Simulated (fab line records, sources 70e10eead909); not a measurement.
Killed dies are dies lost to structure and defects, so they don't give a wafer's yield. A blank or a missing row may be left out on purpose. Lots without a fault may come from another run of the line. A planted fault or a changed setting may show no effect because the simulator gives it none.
fab line records | flow nand_harc
record lots=14 wafers=42 last_day=23
route steps=1159 shown P_GATE@205 P_CONTACT@218
lots that met no fault: from a run of the same line without faults
start_h: hours from the record's first day to the start of the lot's first wafer shown | wait_h: hours since the lot's step before | " the same as in the row above | L1.1+2: a row that stands for several wafers | - no value, or no start given | * or withheld: withheld | < > ~ a bound
route shown NAME@n: a module of which the file shows steps, and the number in the route of the first | usual: mean/standard deviation of fault-free wafers | same: alike in all rows | chamber/n: place in a boat | sites: the reading at each site | _std_site: their standard deviation | _edge_site: outer sites' mean less inner sites' | radius_mm: how far each site lies from the wafer's centre | mask NAME#n: copy n | behind: the tool/chamber that last shaped the wafer | hold: why the lot was held/for how many hours/how that ended | device: the transistor (n, p or np) that didn't switch | end of line: the same wafers' tests at the end of the route | a step without rows: its recipe alone | killed: dies lost to structure and defects at the first sort, not the wafer's yield | map: a wafer's dies, x killed, . not, _ none there
set.NAME: the setting as run; set.NAME@STEP: as run at that earlier step | model.NAME: the simulator's own value behind a step, which no gauge read
steps of the route over a sample of lots; a table a step, a row a wafer
services: from which hour (start_h, from the record's first day; less than 0 if before it) a tool's chamber was out of use, for how many hours, and why
## steps
# step NHARC_P_GATE_STRIP_95
# recipe power_w=1500 temp_c=250 chemistry=O2
# usual drypump_motor_current_A=5.81/0.27 heater_power_w=331/47
# columns lot.wafer tool chamber start_h wait_h drypump_motor_current_A heater_power_w rf_hours_counter_h
L966.2 plasma_asher-02 1 107.25 0.6 5.62 334 31
L966.1 " 0 " " 5.93 359 31
L966.3 " 0 " " 5.96 355 -
L968.1 plasma_asher-01 1 112.90 0.6 6.18 259 2
L968.2 " 0 " " 5.50 384 2
L968.3 " 1 " " 6.19 256 -
L967.2 plasma_asher-02 1 113.26 0.5 5.57 347 35
L967.3 " 1 " " 5.57 336 -
L967.5 " 0 " " 5.95 358 -
L969.2 plasma_asher-01 0 113.95 0.6 5.52 378 3
L969.3 " 0 " " 5.51 387 -
L969.5 " 0 " " 5.52 389 -
L970.2 plasma_asher-02 1 132.08 0.6 5.62 326 40
L970.4 " 1 " " 5.63 342 -
L970.5 " 0 " " 5.94 357 -
L971.2 plasma_asher-01 0 132.51 0.6 5.51 372 10
L971.5 " 0 " " 5.52 379 -
L971.6 " 1 " " 6.16 254 -
L972.2 plasma_asher-02 1 137.95 0.6 5.58 347 42
L972.1 " 0 " " 5.98 366 42
L972.4 " 1 " " 5.62 340 -
L973.3 plasma_asher-01 1 146.19 0.4 6.18 264 -
L973.6 " 1 " " 6.18 256 -
L973.5 " 0 " " 5.48 383 -
L974.1 plasma_asher-02 1 152.91 0.5 5.53 337 47
L974.4 " 0 " " 5.96 354 -
L974.5 " 1 " " 5.55 340 -
L981.2 plasma_asher-02 0 198.39 0.5 5.96 352 3
L981.3 " 0 " " 5.95 334 -
L981.5 " 0 " " 5.96 340 -
L982.1 plasma_asher-01 0 210.41 8.4 5.50 367 34
L982.4 " 1 " " 6.16 257 -
L982.5 " 1 " " 6.17 253 -
L984.1 plasma_asher-02 0 214.24 0.6 5.95 349 9
L984.2 " 1 " " 5.60 333 9
L984.4 " 0 " " 5.96 345 -
L985.1 plasma_asher-01 1 216.47 0.5 6.17 254 37
L985.3 " 1 " " 6.20 258 -
L985.6 " 1 " " 6.17 260 -
L986.2 plasma_asher-02 1 225.93 0.5 5.60 335 14
L986.4 " 0 " " 5.95 359 -
L986.3 " 1 " " 5.57 329 -
# step NHARC_P_CONTACT_DEP_00
# recipe target_thk_a=5000 temp_c=400 pressure_torr=6.5 rf_w=900 teos_flow_sccm=161.4 flow_sccm=2650 target_thk_nm=500 gas=O2 material=SiO2
# usual chamber_pressure_Torr=6.499/0.014 heater_power_w=571/90 throttle_valve_pct=16.0/0.31
# columns lot.wafer tool chamber start_h wait_h chamber_pressure_Torr heater_power_w since_wet_clean_h throttle_valve_pct
L966.1 pecvd-04 1 - - 6.512 594 83 15.8
L966.2 " 2 " " 6.495 657 83 16.4
L966.3 " 0 " " 6.494 529 83 16.0
L968.1 pecvd-04 2 - - 6.512 559 88 16.2
L968.2 " 0 " " 6.478 471 88 15.8
L968.3 " 1 " " 6.500 578 88 15.9
L967.2 pecvd-01 1 - - 6.489 549 46 16.7
L967.3 " 2 " " 6.509 576 46 16.5
L967.5 " 0 " " 6.499 620 - 15.7
L969.2 pecvd-01 2 - - 6.494 695 47 16.4
L969.3 " 1 " " 6.514 626 48 16.5
L969.5 " 1 " " 6.493 463 - 16.3
L970.2 pecvd-03 0 - - 6.504 572 10 15.9
L970.4 " 1 " " 6.511 716 - 15.9
L970.5 " 2 " " 6.499 516 - 16.3
L971.2 pecvd-03 2 - - 6.501 537 10 15.9
L971.6 " 2 " " 6.488 408 - 16.0
L971.5 " 0 " " 6.496 628 - 16.2
L972.2 pecvd-03 0 - - 6.502 594 16 16.1
L972.1 " 1 " " 6.499 650 16 15.8
L972.4 " 2 " " 6.524 544 - 15.9
L973.3 pecvd-03 2 - - 6.500 525 24 16.2
L973.6 " 0 " " 6.485 587 - 16.3
L973.5 " 1 " " 6.478 719 - 15.9
L974.1 pecvd-03 0 - - 6.541 496 31 16.2
L974.5 " 1 " " 6.505 569 - 16.1
L974.4 " 0 " " 6.501 551 - 16.0
L981.3 pecvd-01 1 - - 6.507 593 132 16.5
L981.2 " 0 " " 6.516 648 132 16.0
L981.5 " 2 " " 6.498 654 - 16.5
L982.1 pecvd-03 2 - - 6.504 549 89 16.0
L982.4 " 0 " " 6.491 595 - 15.8
L982.5 " 2 " " 6.503 415 - 16.1
L984.1 pecvd-04 0 - - 6.503 497 8 15.3
L984.2 " 2 " " 6.510 737 9 16.0
L984.4 " 1 " " 6.503 509 - 15.7
L985.1 pecvd-04 1 - - 6.523 478 11 15.9
L985.3 " 0 " " 6.496 388 11 15.6
L985.6 " 1 " " 6.509 490 - 15.4
L986.2 pecvd-01 2 - - 6.503 674 159 16.5
L986.3 " 0 " " 6.507 640 159 15.9
L986.4 " 0 " " 6.496 634 - 15.8
# step NHARC_P_CONTACT_PEB_10
# recipe peb_temp_c=100 peb_time_s=65
# usual heater_power_total_W=156.6/0.43
# columns lot.wafer tool chamber start_h wait_h heater_power_total_W
L966.1 litho_track-06 0 111.07 0.1 157.0
L966.2 " 0 " " 156.4
L966.3 " 0 " " 157.2
L968.1 litho_track-06 0 116.39 0.1 156.9
L968.2 " 0 " " 156.9
L968.3 " 0 " " 157.0
L967.2 litho_track-04 0 116.63 0.1 157.1
L967.3 " 0 " " 156.0
L967.5 " 0 " " 157.1
L969.2 litho_track-01 0 117.67 0.1 157.2
L969.3 " 0 " " 156.1
L969.5 " 0 " " 156.5
L970.2 litho_track-04 0 135.33 0.1 156.6
L970.4 " 0 " " 155.9
L970.5 " 0 " " 157.0
L971.2 litho_track-04 0 135.81 0.1 156.7
L971.5 " 0 " " 155.9
L971.6 " 0 " " 156.3
L972.1 litho_track-01 0 141.31 0.1 156.2
L972.2 " 0 " " 157.1
L972.4 " 0 " " 156.7
L973.3 litho_track-04 0 149.62 0.0 156.0
L973.5 " 0 " " 156.5
L973.6 " 0 " " 157.2
L974.1 litho_track-06 0 156.43 0.1 156.2
L974.4 " 0 " " 157.1
L974.5 " 0 " " 157.1
L981.2 litho_track-01 0 202.23 0.1 156.3
L981.3 " 0 " " 157.2
L981.5 " 0 " " 157.2
L982.1 litho_track-01 0 214.26 0.1 157.1
L982.4 " 0 " " 156.9
L982.5 " 0 " " 156.8
L984.1 litho_track-04 0 217.48 0.1 156.9
L984.2 " 0 " " 155.9
L984.4 " 0 " " 155.9
L985.1 litho_track-04 0 219.72 0.1 156.3
L985.3 " 0 " " 156.6
L985.6 " 0 " " 156.1
L986.2 litho_track-06 0 229.32 0.1 156.6
L986.3 " 0 " " 156.3
L986.4 " 0 " " 156.9
# step NHARC_P_CONTACT_CD_MEAS_12
# recipe target_cd_nm=90 landing_energy_ev=500
# usual cd_nm=89.8/0.63
# same landing_energy_ev=500
# columns lot.wafer tool chamber start_h wait_h cd_nm
L966.1 cd_sem-01 0 111.15 - 89.9
L966.2 " 0 " " 89.1
L966.3 " 0 " " 90.0
L968.1 cd_sem-03 0 116.47 - 89.7
L968.2 " 0 " " 88.9
L968.3 " 0 " " 90.6
L967.2 cd_sem-02 0 116.71 - 89.8
L967.3 " 0 " " 90.1
L967.5 " 0 " " 90.1
L969.2 cd_sem-01 0 117.75 - 89.2
L969.3 " 0 " " 89.1
L969.5 " 0 " " 89.0
L970.2 cd_sem-01 0 135.41 - 89.9
L970.4 " 0 " " 90.4
L970.5 " 0 " " 90.3
L971.2 cd_sem-01 0 135.89 - 90.0
L971.5 " 0 " " 89.6
L971.6 " 0 " " 89.8
L972.1 cd_sem-03 0 141.38 - 88.6
L972.2 " 0 " " 89.0
L972.4 " 0 " " 88.6
L973.3 cd_sem-01 0 149.71 - 89.5
L973.5 " 0 " " 90.3
L973.6 " 0 " " 90.0
L974.1 cd_sem-03 0 156.51 - 90.1
L974.4 " 0 " " 90.1
L974.5 " 0 " " 90.6
L981.2 cd_sem-03 0 202.31 - 110.2
L981.3 " 0 " " 111.6
L981.5 " 0 " " 110.6
L982.1 cd_sem-02 0 214.34 - 107.4
L982.4 " 0 " " 106.9
L982.5 " 0 " " 107.3
L984.1 cd_sem-03 0 217.56 - 91.7
L984.2 " 0 " " 91.1
L984.4 " 0 " " 90.5
L985.1 cd_sem-03 0 219.79 - 90.8
L985.3 " 0 " " 89.6
L985.6 " 0 " " 90.6
L986.2 cd_sem-01 0 229.40 - 90.2
L986.3 " 0 " " 90.3
L986.4 " 0 " " 90.3
# step NHARC_P_CONTACT_ETCH_35
# recipe target_depth_a=390 over_etch_frac=0.3 time_s=65 ion_energy_ev=80 cf4_flow_sccm=150 ar_flow_sccm=0 rf_w=300 bias_w=100 chemistry=CF4
# usual drypump_motor_current_A=5.7/0.46 oes_product_au=1.002/0.0092 rf_vpp_V=151.7/1.1 showerhead_plenum_p_Torr=1.80/0.057 throttle_valve_pct=13.285/0.0093
# columns lot.wafer tool chamber start_h wait_h drypump_motor_current_A oes_product_au rf_hours_counter_h rf_vpp_V showerhead_plenum_p_Torr throttle_valve_pct
L966.3 rie_diel-04 3 111.42 0.1 6.2 1.003 16 151.5 1.85 13.300
L966.1 " 0 " " 4.9 1.010 17 152.1 1.81 13.299
L966.2 " 2 " " 5.7 1.004 15 153.0 1.88 13.286
L968.2 rie_diel-10 0 116.74 0.1 5.8 0.990 10 150.4 1.72 13.282
L968.1 " 1 " " 6.1 0.989 10 150.9 1.76 13.278
L968.3 " 3 " " 6.0 0.995 9 150.5 1.70 13.284
L967.2 rie_diel-07 0 117.03 0.1 5.3 1.007 19 151.5 1.83 13.294
L967.3 " 1 " " 6.7 1.004 20 151.5 1.78 13.293
L967.5 " 0 " " 5.3 1.005 - 152.8 1.83 13.287
L969.3 rie_diel-07 2 118.08 0.1 6.2 0.991 21 150.7 1.75 13.294
L969.2 " 0 " " 5.3 0.991 20 152.7 1.83 13.310
L969.5 " 2 " " 6.1 1.002 - 151.1 1.75 13.278
L970.2 rie_diel-04 0 135.71 0.1 4.8 1.001 1 150.1 1.81 13.285
L970.5 " 2 " " 5.6 0.999 - 152.4 1.88 13.281
L970.4 " 0 " " 4.8 0.998 - 152.2 1.81 13.281
L971.2 rie_diel-04 3 136.31 0.2 6.2 1.012 1 151.9 1.85 13.279
L971.5 " 3 " " 6.2 1.007 - 149.9 1.85 13.292
L971.6 " 2 " " 5.6 1.008 - 152.6 1.88 13.294
L972.2 rie_diel-04 2 141.67 0.1 5.7 1.006 3 154.2 1.88 13.280
L972.1 " 3 " " 6.2 1.005 2 150.4 1.85 13.303
L972.4 " 3 " " 6.2 1.006 - 151.5 1.85 13.282
L973.3 rie_diel-10 2 149.99 0.1 5.5 0.996 13 151.7 1.78 13.278
L973.5 " 3 " " 6.0 1.001 - 149.8 1.70 13.288
L973.6 " 0 " " 5.8 0.996 - 150.9 1.72 13.271
L974.1 rie_diel-10 1 156.78 0.1 6.1 0.996 14 152.4 1.76 13.290
L974.4 " 0 " " 5.8 0.999 14 150.6 1.72 13.285
L974.5 " 1 " " 6.1 0.996 - 151.9 1.76 13.277
L981.2 rie_diel-04 1 202.66 0.1 5.9 1.019 5 153.4 1.86 13.294
L981.3 " 0 " " 4.9 0.995 9 152.7 1.80 13.282
L981.5 " 1 " " 5.9 0.997 - 152.8 1.86 13.297
L982.4 rie_diel-10 1 214.61 0.1 6.1 1.003 4 150.8 1.76 13.291
L982.1 " 0 " " 5.8 1.004 4 150.3 1.72 13.268
L982.5 " 2 " " 5.5 0.992 - 152.7 1.78 13.296
L984.1 rie_diel-04 2 217.83 0.1 5.6 1.008 11 151.0 1.87 13.299
L984.4 " 3 " " 6.2 0.997 11 150.4 1.84 13.270
L984.2 " 1 " " 5.9 1.003 7 151.8 1.85 13.292
L985.1 rie_diel-10 0 220.07 0.1 5.8 1.012 5 151.9 1.72 13.287
L985.3 " 2 " " 5.5 0.982 4 149.8 1.78 13.289
L985.6 " 1 " " 6.1 1.010 - 151.2 1.76 13.288
L986.2 rie_diel-10 0 229.67 0.1 5.9 1.009 5 150.0 1.72 13.281
L986.3 " 1 " " 6.1 0.996 6 150.8 1.76 13.278
L986.4 " 3 " " 5.9 1.010 5 152.0 1.70 13.285
## services
# columns tool chamber start_h hours kind
pecvd-01 - 87.91 1.9 repair
pecvd-03 - 88.95 1.8 repair
rie_diel-10 2 92.99 6.9 repair
litho_track-01 - 93.00 7.0 pm
plasma_asher-01 - 99.00 9.0 pm
rie_diel-10 3 104.98 9.9 repair
rie_diel-07 0 108.15 1.7 repair
pecvd-03 - 111.42 13.0 pm
rie_diel-04 - 111.92 9.0 pm
litho_track-06 - 117.00 7.0 pm
pecvd-01 2 121.67 27.9 repair
rie_diel-04 1 129.67 19.8 repair
plasma_asher-02 - 133.31 0.3 repair
litho_track-04 - 141.00 7.0 pm
pecvd-04 0 149.37 19.1 repair
rie_diel-10 - 176.50 9.0 pm
plasma_asher-02 - 183.00 9.0 pm
plasma_asher-02 0 183.00 9.0 vent_cycle
plasma_asher-02 1 183.00 9.0 vent_cycle
plasma_asher-02 0 192.00 - clean
pecvd-04 - 195.00 13.0 pm
rie_diel-10 0 201.07 1.8 repair
rie_diel-07 2 220.26 4.4 repair
rie_diel-07 - 228.35 9.0 pm
## key
first_sign step=NHARC_P_CONTACT_CD_MEAS_12 reading=cd_nm direction=up sigmas=30 usual=89.8 struck=109.0 through=control_loop
effect none on later readings
met_at NHARC_P_CONTACT_PEB_10
struck_lots L981,L982
later_rows_left_out L981.2,L981.3,L981.5,L982.4,L982.5
sort_left_out L981.2,L981.3,L981.5,L982.1,L982.4,L982.5
tester_left_out L981,L982
loop_trim step=NHARC_P_CONTACT_EXPOSE_09 setting=dose lots=L982
not_acting_at NHARC_P_GATE_STRIP_95,NHARC_P_CONTACT_DEP_00,NHARC_P_CONTACT_ETCH_35
onset_between 141.31 202.23
fault kind=process_parameter_drift tool=litho_track-01 chamber=- onset_h=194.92 steps=NHARC_P_CONTACT_PEB_10 channel=peb_time_s offset=* shape=step end_h=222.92 acts_in=* stated=*
# tester_left_out: of these lots the tester's yield and bins aren't shown, on N5 and GAA mostly nor the transistor test; their killed dies are dies lost to structure and defects alone, not to doping, threshold or leakage, so they don't give the yield
# sort_left_out: the simulated sort isn't trusted on such a fault, so these wafers' sort isn't shown, and their yield isn't known
# later_rows_left_out: the simulator's readings of these wafers behind a module that went badly wrong aren't trusted and aren't shown, but for the sort
# loop_trim: a control loop set the setting to another value than it would have without faults
